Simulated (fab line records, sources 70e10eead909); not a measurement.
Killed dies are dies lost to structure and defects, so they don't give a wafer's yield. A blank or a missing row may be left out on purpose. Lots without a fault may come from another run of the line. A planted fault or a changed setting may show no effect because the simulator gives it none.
Chamber matching | flow nand_harc | NHARC_A_CHANNEL_FILL_D1_STRIP_28 on rie_diel-03: 4 sister chambers
The step strips in O2, time 20 s. 16 wafers are shown with their chamber, then 8 later ones without.

WAFERS WITH THEIR CHAMBER
wafer  | chamber | drypump_motor_current_A (A) | oes_product_au (a.u.) | throttle_valve_pct (%)
L080.2 | 1       | 5.69                        | 1.006                 | 17.049
L080.3 | 3       | 5.87                        | 0.993                 | 17.044
L080.5 | 3       | 5.87                        | 0.990                 | 17.046
L085.2 | 0       | 5.55                        | 1.000                 | 17.049
L085.4 | 2       | 5.34                        | 1.009                 | 17.031
L085.6 | 3       | 5.90                        | 0.990                 | 17.037
L089.2 | 0       | 5.56                        | 1.002                 | 17.049
L089.4 | 2       | 5.34                        | 0.997                 | 17.042
L089.5 | 3       | 5.86                        | 0.992                 | 17.037
L088.1 | 1       | 5.71                        | 0.996                 | 17.018
L088.2 | 0       | 5.56                        | 0.990                 | 17.043
L088.5 | 1       | 5.72                        | 0.996                 | 17.022
L090.2 | 2       | 5.29                        | 1.008                 | 17.060
L090.5 | 0       | 5.58                        | 1.018                 | 17.017
L090.6 | 3       | 5.88                        | 0.995                 | 17.036
L091.2 | 0       | 5.57                        | 1.019                 | 17.056

SIGNATURES (means of the wafers above)
reading                 | chamber 0 | chamber 1 | chamber 2 | chamber 3 | scatter within a chamber
drypump_motor_current_A | 5.5640    | 5.7067    | 5.3233    | 5.8760    | 0.0173
oes_product_au          | 1.00580   | 0.99933   | 1.00467   | 0.99200   | 0.00813
throttle_valve_pct      | 17.04280  | 17.02967  | 17.04433  | 17.04000  | 0.0129
Rule: a wafer's distance from a chamber is the root of the sum, over the readings, of the square of ((its reading less the chamber's mean) divided by the reading's scatter). The wafer belongs to the nearest chamber; if the next one is less than 2 further off, it can't be placed. The scatter: the root of (the sum of the squares of (reading less its chamber's mean) over the shown wafers, divided by (wafers less chambers)).

WAFERS WITHOUT THEIR CHAMBER
wafer  | drypump_motor_current_A (A) | oes_product_au (a.u.) | throttle_valve_pct (%)
L091.3 | 5.29                        | 1.012                 | 17.038
L091.6 | 5.73                        | 1.014                 | 17.038
L094.1 | 5.56                        | 1.004                 | 17.029
L094.2 | 5.33                        | 1.014                 | 17.038
L094.3 | 5.89                        | 0.996                 | 17.045
L095.2 | 5.74                        | 1.005                 | 17.044
L095.3 | 5.32                        | 1.004                 | 17.039
L095.6 | 5.73                        | 0.999                 | 17.051

WHICH CHAMBER EACH WENT THROUGH
wafer  | from the rows above | in truth
L091.3 | 2                   | 2
L091.6 | 1                   | 1
L094.1 | 0                   | 0
L094.2 | 2                   | 2
L094.3 | 3                   | 3
L095.2 | 1                   | 1
L095.3 | 2                   | 2
L095.6 | 1                   | 1
Placed correctly: 8 of 8. Can't be placed from these rows: 0. Placed wrongly: 0.
